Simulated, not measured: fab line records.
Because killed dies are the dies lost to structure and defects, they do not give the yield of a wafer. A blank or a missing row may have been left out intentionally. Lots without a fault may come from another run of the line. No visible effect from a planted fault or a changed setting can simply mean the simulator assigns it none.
Split-lot experiment | flow n5-finfet | route with 1938 steps; 7 lots, 21 wafers read

== ON THE SPLIT ==
At N5_BEOL_M5_DESCUM_16 (chemistry O2, time 7 s), the setting time-s was moved away from the recipe's 7 s on 9 of the 21 wafers read, by -21.2% to +18.3%. The other wafers ran this setting at the recipe's value.

The reading comes from the split's own step.

== THE READING ==
CAR-EUV_of_BEOL_M5_COAT_05.thk-nm (the simulator's own value, which no gauge read), in nm, at N5_BEOL_M5_DESCUM_16 (chemistry O2, time 7 s). No usual value for it is given in the file. Here, 12 wafers ran the recipe; their average is 26.1 nm with a standard deviation of 0.094 nm.

wafer  | tool, chamber at the split | time-s as run, s | against the recipe | CAR-EUV_of_BEOL_M5_COAT_05.thk-nm, nm | against lot-mates on the recipe
L074.2 | rie-diel-06, 3             | 7.574            | +8.2%              | 25.6                                  | -0.4
L074.3 | rie-diel-06, 1             | 7.574            | +8.2%              | 25.8                                  | -0.2
L074.5 | rie-diel-06, 0             | 7                | recipe             | 26                                    | -
L080.2 | rie-diel-04, 0,1           | 7                | recipe             | 26                                    | -
L080.6 | rie-diel-04, 0,1           | 7                | recipe             | 26                                    | -
L080.5 | rie-diel-04, 0             | 8.281            | +18.3%             | 25.4                                  | -0.6
L082.1 | rie-diel-04, 3,0,1         | 7                | recipe             | 26.2                                  | -
L082.2 | rie-diel-04, 3,0,1         | 7                | recipe             | 26.2                                  | -
L082.5 | rie-diel-04, 3,0,1         | 7                | recipe             | 26.2                                  | -
L084.1 | rie-diel-04, 3,0,1         | 7                | recipe             | 26.2                                  | -
L084.2 | rie-diel-04, 3,0,1         | 7                | recipe             | 26.2                                  | -
L084.3 | rie-diel-04, 3,0,1         | 7                | recipe             | 26.2                                  | -
L087.1 | rie-diel-06, 2,3           | 7.902            | +12.9%             | 25.4                                  | -0.6
L087.3 | rie-diel-06, 2,3           | 7.902            | +12.9%             | 25.4                                  | -0.6
L087.6 | rie-diel-06, 1             | 7                | recipe             | 26                                    | -
L089.1 | rie-diel-04, 0,3,1         | 5.518            | -21.2%             | 26.8                                  | no lot-mate on the recipe
L089.4 | rie-diel-04, 0,3,1         | 5.518            | -21.2%             | 26.8                                  | no lot-mate on the recipe
L089.6 | rie-diel-04, 0,3,1         | 5.518            | -21.2%             | 26.8                                  | no lot-mate on the recipe
L092.1 | rie-diel-06, 2,1           | 7                | recipe             | 26.2                                  | -
L092.4 | rie-diel-06, 2,1           | 7                | recipe             | 26.2                                  | -
L092.2 | rie-diel-06, 3             | 5.594            | -20.1%             | 26.8                                  | +0.6
When a row names more than one chamber, that row covers several wafers, and the file does not tell which wafer ran in which chamber.

THE FIT
A straight line over all 21 wafers: CAR-EUV_of_BEOL_M5_COAT_05.thk-nm changes by -0.0379 nm for each +1% of time-s; r = -0.97; the points scatter about the line by 0.12 nm.
The same after taking each lot's own level away (the mean of its wafers on the recipe; 18 wafers): -0.0353 nm for each +1%; r = -0.98; scatter 0.065 nm.
Per that fit: largest time-s move, reading shift of 0.75 nm.
From 26.00 to 26.20 nm: that is the span of the lots' own levels, equal to 2.1 times the standard deviation above.
The two slopes agree, so the slope changes little with the lot-to-lot level.
Check: +0.779 nm against its lot-mates is what the line predicts for one of the wafers moved furthest among these (-20.1%) when that wafer is left out of the fit. Against them it came out at +0.6 nm.

== ADDITIONAL SPLITS CARRIED BY THESE WAFERS ==
Other splits were also applied to these wafers ahead of the reading. Each is held against what the fit with the lots' levels taken away leaves over:
other split on the same wafers    | wafers away from the commonest value | r with CAR-EUV_of_BEOL_M5_COAT_05.thk-nm (lot level and that fit taken away)
N5_BEOL_M0_SAQP_COAT_34 spin-rpm  | 5                                    | +0.04
N5_BEOL_M1_COAT_05 spin-rpm       | 8                                    | -0.29
N5_BEOL_M1_EXPOSE_08 dose-mj      | 4                                    | -0.08
N5_BEOL_M2_COAT_22 spin-rpm       | 5                                    | -0.35
N5_BEOL_M3_HM_DEP_02 target-thk-a | 6                                    | -0.23
N5_BEOL_M3_COAT_73 temp-c         | 8                                    | -0.17
N5_BEOL_M4_COAT_05 spin-rpm       | 7                                    | +0.02
N5_BEOL_M4_ETCH_64 bias-w         | 5                                    | +0.05
N5_BEOL_M4_COAT_76 spin-rpm       | 6                                    | +0.13

== THE FILE'S OWN FIT ==
CAR-EUV_of_BEOL_M5_COAT_05.thk-nm changes by -0.0342 nm for each +1% of time-s, r = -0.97.
